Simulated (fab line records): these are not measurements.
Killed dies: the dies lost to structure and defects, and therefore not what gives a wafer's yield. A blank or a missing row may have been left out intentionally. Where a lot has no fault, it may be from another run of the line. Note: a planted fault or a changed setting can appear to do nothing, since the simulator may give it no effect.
A struck lot beside a sound one || flow n5_finfet || 15 out of 1938 route steps
Sound: the wafers L850.2, L850.3, L850.5. Struck: wafers L840.3, L840.4. (L840.1 of the same lot was not struck and is left out.) The cause comes at the end.
Order at every step that has rows: each side's tool, ch and its chambers, its first start. Under that, the readings that differ: sound wafers || struck wafers || difference of the means || sigmas: that difference in standard deviations of wafers without a fault.
alike: words and numbers the same on both sides, and readings whose means are apart by under 2 such deviations; not compared: readings that were withheld, readings missing a value for some wafer, numbers with overlapping values and no deviation given by the record, and bounds like >300 which may hide the same value.
A row with sigmas, a row that says differs or no value, or rows on one side alone: a step with any of these is where the two part. When numbers do not overlap yet have no deviation, they are printed without sigmas and do not part them. A reading missing from all wafers of one side parts the sides only when that side holds two or more wafers.

first, 7 steps without rows for these wafers: N5_GATE_CUT_COAT_27 (time 60 s, resist thk 10 nm); N5_GATE_CUT_COAT_07 (resist thk 30 nm); N5_GATE_CUT_EBR_09; N5_GATE_CUT_SOFTBAKE_08 (time 60 s); N5_GATE_CUT_EXPOSE_10 (exposes mask GATE CUT, target cd 20 nm); N5_GATE_CUT_PEB_11 (peb time 60 s); N5_GATE_CUT_DEVELOP_12 (develop time 30 s).
N5_GATE_CUT_CD_MEAS_13: the cd target is 20 nm.
  sound on cd_sem-03 ch 0, day 7 18:02; struck on cd_sem-02 ch 0, day 5 06:27
  alike: cd_nm
N5_GATE_CUT_OVL_MEAS_14:
  sound on overlay-01 ch 0, day 7 18:05; struck on overlay-01 ch 0, day 5 06:29
  alike: GATE_CUT_OVL
N5_GATE_CUT_INSPECT_15: inspects for defects (brightfield).
  sound on defect_inspect-01 at day 7 18:08; struck on defect_inspect-02 at day 5 06:32
{"reading": "raw_defect_count", "sound": "110 116 90", "struck": "189 194", "difference": "+86", "sigmas": "+2"}
N5_GATE_CUT_DESCUM_18: chemistry O2, time 7 s.
  sound on rie_diel-02 ch 2,3, day 7 18:10; struck on rie_diel-03 ch 0,2, day 5 06:34
  alike: drypump_motor_current_A, oes_product_au, rf_vpp_V, showerhead_plenum_p_Torr, throttle_valve_pct
  not compared: rf_hours_counter_h
N5_GATE_CUT_ETCH_28: etches underlayer in N2/H2, target depth 13 nm, time 10.4 s.
  sound on rie_diel-02 ch 2,3, day 7 18:12; struck on rie_diel-03 ch 0,2, day 5 06:37
  alike: drypump_motor_current_A, etch_rf_on_time_s, oes_product_au, rf_vpp_V, showerhead_plenum_p_Torr, throttle_valve_pct
  not compared: rf_hours_counter_h
N5_GATE_CUT_ETCH_36: etches SiARC in CF4, target depth 13 nm, time 21.7 s.
  sound on rie_diel-02 ch 2,3, day 7 18:13; struck on rie_diel-03 ch 0,2, day 5 06:38
{"reading": "etch_rf_on_time_s (s)", "sound": "21.5 21.2 21.4", "struck": "34.5 35.0", "difference": "+13.4", "sigmas": "+33"}
  alike: cf4_flow_sccm, drypump_motor_current_A, oes_product_au, rf_vpp_V, showerhead_plenum_p_Torr, throttle_valve_pct
  not compared: rf_hours_counter_h
N5_GATE_CUT_ETCH_37: etches SOC in N2/H2, target depth 60 nm, overetch 12 nm, time 90 s.
  sound on rie_diel-02 ch 2,3, day 7 18:14; struck on rie_diel-03 ch 0,2, day 5 06:39
  alike: drypump_motor_current_A, oes_product_au, rf_vpp_V, showerhead_plenum_p_Torr, throttle_valve_pct
  not compared: rf_hours_counter_h
-- record jumps: 4 days separate the struck wafers' starts on either side; left off in module GATE_CUT, taken up again in module BEOL_M4, whose first shown step is the route's number 1111 --
N5_BEOL_M4_RC_MEAS_101:
  sound on prober-01 ch 0, day 13 17:13; struck on prober-02 ch 0, day 9 01:06
{"reading": "IOFF_P (nA/um)", "sound": "0.191 0.209 0.202", "struck": "0.254 0.266", "difference": "+0.059", "sigmas": "+2"}
{"reading": "ION_N (uA/um)", "sound": "667 673 665", "struck": "682 691", "difference": "+18", "sigmas": "+2"}
{"reading": "ION_P (uA/um)", "sound": "450 454 452", "struck": "469 471", "difference": "+18", "sigmas": "+3"}
{"reading": "VT_P (mV)", "sound": "-252 -252 -252", "struck": "-245 -243", "difference": "+8", "sigmas": "+3"}
  alike: DIBL_N, DIBL_P, IOFF_N, SS_N, SS_P, VT_N

WHERE THEY PART
At N5_GATE_CUT_INSPECT_15 first; at N5_BEOL_M4_RC_MEAS_101 last (within this record only).

WHY: what had been put in by the simulator
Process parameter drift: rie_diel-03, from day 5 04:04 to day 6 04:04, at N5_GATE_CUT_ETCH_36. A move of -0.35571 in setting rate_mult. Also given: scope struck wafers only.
